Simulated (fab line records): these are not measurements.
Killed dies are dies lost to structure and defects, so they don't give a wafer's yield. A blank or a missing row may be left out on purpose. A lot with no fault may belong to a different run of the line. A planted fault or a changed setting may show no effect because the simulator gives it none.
Chamber matching | flow n5 finfet | 4 sister chambers for N5_BEOL_M5_ALD_86 on ald metal-01
The step deposits TaN, pulse time 2 s, purge time 3 s, co reactant purge time 2 s. 4 wafers are shown with their chamber, then 8 later ones without.

== WAFERS PAIRED WITH THEIR CHAMBERS ==
wafer  | chamber | heater power w (W)
L091.5 | 1       | 483
L090.2 | 0       | 417
L090.4 | 3       | 463
L092.1 | 2       | 429

== WAFERS MISSING THEIR CHAMBER ==
wafer  | heater power w (W)
L092.2 | 432
L092.5 | 461
L095.2 | 424
L095.3 | 470
L095.6 | 433
L097.3 | 437
L097.4 | 466
L097.5 | 429

== CHAMBER TAKEN BY EACH ==
wafer  | from the rows above     | in truth
L092.2 | 2                       | 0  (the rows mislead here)
L092.5 | 3                       | 3
L095.2 | can't be placed: 2 or 0 | 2
L095.3 | can't be placed: 3 or 1 | 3
L095.6 | 2                       | 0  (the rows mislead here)
L097.3 | 2                       | 2
L097.4 | 3                       | 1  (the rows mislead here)
L097.5 | 2                       | 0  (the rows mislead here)
Placed correctly: 2 of 8. Unplaceable from these rows: 2, with the true chamber sitting among the candidates in 2. Number placed wrongly: 4.
How it was worked out, from the rows above alone: a wafer's distance from a chamber is the root of the sum, over the readings, of the square of ((its reading less the chamber's mean) divided by the reading's scatter). If the next closest chamber is less than 2 further off than the closest, the wafer can't be placed; otherwise it belongs to the closest. The mean given for a chamber averages the wafers shown for that chamber. The scatter: with one shown wafer a chamber, the root of the mean of the squares of how far each hidden wafer lies from its nearest shown one.
